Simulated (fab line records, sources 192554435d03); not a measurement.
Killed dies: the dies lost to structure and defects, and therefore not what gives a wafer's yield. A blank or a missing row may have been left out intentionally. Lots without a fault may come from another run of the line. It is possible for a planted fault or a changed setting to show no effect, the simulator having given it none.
Struck lot and sound lot, side by side    flow n5Finfet    37 out of 1938 route steps
Sound: these wafers, L321.3, L321.4, L321.6. Wafers L315.2, L315.5, L315.6 were the ones struck. Last of all comes the cause.
Order at every step that has rows: each side's tool, ch and its chambers, its first start. Under that, the readings that differ: sound wafers    struck wafers    difference of the means    sigmas: that difference in standard deviations of wafers without a fault.
alike: readings with means less than 2 such deviations apart, plus words and numbers identical on both sides. not compared: withheld readings, readings lacking a value on some wafer, bounds such as >300 that could conceal the same value, and numbers that have no deviation in the record and whose values overlap.
Wherever a step has rows on one side only, a row that says differs or no value, or a row with sigmas, the two part there. Non-overlapping numbers with no deviation appear without sigmas and do not part them. Lack of a reading on every wafer of one side parts them only where that side has two or more wafers.

first, 9 steps without rows for these wafers: N5_BEOL_M9_DESCUM_33 (chemistry O2, time 7 s); N5_BEOL_M9_ETCH_76 (etches underlayer in N2/H2, target depth 6.5 nm, time 5.2 s); N5_BEOL_M9_ETCH_65 (etches SiARC in CF4, target depth 15.6 nm, time 26 s); N5_BEOL_M9_ETCH_66 (etches SOC in N2/H2, target depth 80 nm, overetch 16 nm, time 120 s); N5_BEOL_M9_STRIP_69 (strips in N2/H2); N5_BEOL_M9_STRIP_77 (strips in N2/H2); N5_BEOL_M9_VIA_ETCH_34 (etches SiCOH lowk in C4F6/O2, target depth 182.4 nm, time 68.4 s); N5_BEOL_M9_STRIP_73 (strips in C4F6/O2); N5_BEOL_M9_STRIP_36 (strips in N2/H2).
N5_BEOL_M9_TRENCH_ETCH_37: etches SiCOH lowk in C4F6/O2, target depth 151.43 nm, time 49 s.
  sound on rieDiel-02 ch 2,3, day 15 12:29; struck on rieDiel-04 ch 0,1,2, day 13 21:10
reading                            sound              struck             difference  sigmas
oes_f_703_au (a.u.)                0.93 0.80 0.80     1.10 1.15 1.13     +0.28       +3
oes_o_777_au (a.u.)                0.93 0.80 0.80     1.04 1.10 1.11     +0.24       +2
rfFwdPowerW (W)                    338.7 343.4 342.2  424.3 424.4 424.3  +82.9       +64
rfVppV (V)                         680 656 654        597 595 597        -67         -6
model.BEOL_M9.featureDepthNm (nm)  150.6 153.8 153.6  167.4 168.2 167.8  +15.1       
model.etch.depthNm (nm)            150.5 153.8 153.5  167.5 168.2 167.7  +15.2       
  alike: O2_flow_sccm, drypumpMotorCurrentA, oesProductAu, showerheadPlenumPTorr, throttleValvePct
  not compared: rfHoursCounterH
then, 2 steps without rows for these wafers: N5_BEOL_M9_ETCH_41 (etches SiCN in CH3F/O2, target depth 36.6 nm, time 70.1 s); N5_BEOL_M9_STRIP_80 (strips in N2/H2, time 10 s).
N5_BEOL_M9_OCD_MEAS_38:
  sound on ocd-02, day 15 12:40; struck on ocd-02, day 13 21:20
reading             sound              struck             difference  sigmas
trenchDepthNm (nm)  150.5 153.3 153.4  167.2 167.7 167.5  +15.1       +5
then, 13 steps without rows for these wafers: N5_BEOL_M9_HM_STRIP_39 (strips TiN in peroxide tin strip, target depth 25 nm, time 158 s); N5_BEOL_M9_SRD_40 (time 30 s); N5_BEOL_M9_PRECLEAN_42 (cleans in residue remover, time 60 s); N5_BEOL_M9_SRD_43 (time 30 s); N5_BEOL_M9_CURE_72 (cures SiCOH lowk, time 120 s); N5_BEOL_M9_DEGAS_44 (time 60 s); N5_BEOL_M9_PRE_CLEAN_45 (time 30 s); N5_BEOL_M9_ALD_74 (deposits TaN, target thk 2 nm, pulse time 2 s, purge time 3 s); N5_BEOL_M9_SURFACE_TREAT_79; N5_BEOL_M9_CVD_78 (deposits Co from CCTBA/H2, target thk 2 nm, time 138.9 s); N5_BEOL_M9_SPUTTER_48 (material Cu, target thk 12 nm, time 2 s); N5_BEOL_M9_ECD_50 (material Cu, target thk 318 nm); N5_BEOL_M9_ANNEAL_51 (time 90 s).
N5_BEOL_M9_CMP_52: polishes, stops on SiCOH lowk, t overpolish 7 s, target thk 140 nm.
  sound on cmp-02 ch 0,2,3, day 15 15:16; struck on cmp-04 ch 1,2, day 13 23:36
reading                                sound              struck           difference  sigmas
model.Cu_of_BEOL_M9_ECD_50.thkNm (nm)  137.8 141.2 141.4  156.4 157 157.4  +16.8       
  alike: barrierFieldEndpointS, motorCurrentA, overpolishRunS, retainingRingPressureFrac, timeToEndpointS
N5_BEOL_M9_THK_MEAS_53: measures by xrf.
  sound on filmMetro-01, day 15 15:29; struck on filmMetro-02, day 13 23:53
reading      sound        struck       difference  sigmas
M9_THK (nm)  138 141 141  156 156 157  +16         +5
then, 2 steps without rows for these wafers: N5_BEOL_M9_PRE_CLEAN_55 (time 15 s); N5_BEOL_M9_DEP_56 (deposits SiCN from 3MS/NH3, target thk 15 nm, time 26.5 s).
N5_BEOL_M9_RS_MEAS_57: the measuring method here is four-point-probe.
  sound on filmMetro-01, day 15 15:38; struck on filmMetro-01, day 14 00:02
reading         sound              struck             difference  sigmas
M9_RS (ohm/sq)  0.153 0.150 0.149  0.134 0.133 0.133  -0.017      -5
then, 5 steps without rows for these wafers: N5_BEOL_M10_ILD_DEP_00 (deposits SiCOH lowk from DEMS/porogen, target thk 308.51 nm, time 58 s); N5_BEOL_M10_CURE_71 (cures SiCOH lowk, time 240 s); N5_BEOL_M10_PECVD_70 (deposits SiO2 from TEOS/O2, target thk 20 nm, time 22.7 s); N5_BEOL_M10_HM_DEP_02 (deposits TiN, target thk 20 nm); N5_BEOL_M10_COAT_59 (time 60 s, resist thk 100 nm).
-- a jump in the record: the struck wafers' starts before and after are 2 days apart (it breaks off in module BEOL_M10 and resumes in module BEOL_M15, where the first step shown is number 1830 of the route) --
N5_BEOL_M15_RC_MEAS_101:
  sound on prober-01 ch 0, day 17 07:10; struck on prober-02 ch 0, day 16 01:17
reading                    sound                    struck                   difference  sigmas
COMB_M14 (S/m)             1.8e-12 2.5e-12 3.4e-12  4.5e-12 5.2e-12 4.2e-12  +2.1e-12    +2
COMB_M15 (S/m)             1.4e-12 2.1e-12 1.8e-12  2.9e-12 4.1e-12 3.4e-12  +1.7e-12    +2
SERP_M9 (ohm/um)           3.09 2.96 2.98           2.67 2.65 2.64           -0.36       -4
SERP_M9_max_site (ohm/um)  3.13 3.10 3.17           2.77 2.75 2.73           -0.38       -4
  alike: COMB_M10, COMB_M11, COMB_M12, COMB_M13, COMB_M5, COMB_M5_max_site, COMB_M6, COMB_M7, COMB_M8, COMB_M9, SERP_M10, SERP_M11, SERP_M12, SERP_M12_max_site, SERP_M13, SERP_M14, SERP_M5, SERP_M6, SERP_M6_max_site, SERP_M7, SERP_M8

== WHERE THEY PART ==
Last at N5_BEOL_M15_RC_MEAS_101 as far as this record goes, first at N5_BEOL_M9_TRENCH_ETCH_37.

WHY: whatever the simulator had introduced
Drift in process parameters on rieDiel-04 at N5_BEOL_M9_TRENCH_ETCH_37, starting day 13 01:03. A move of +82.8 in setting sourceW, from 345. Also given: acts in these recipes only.
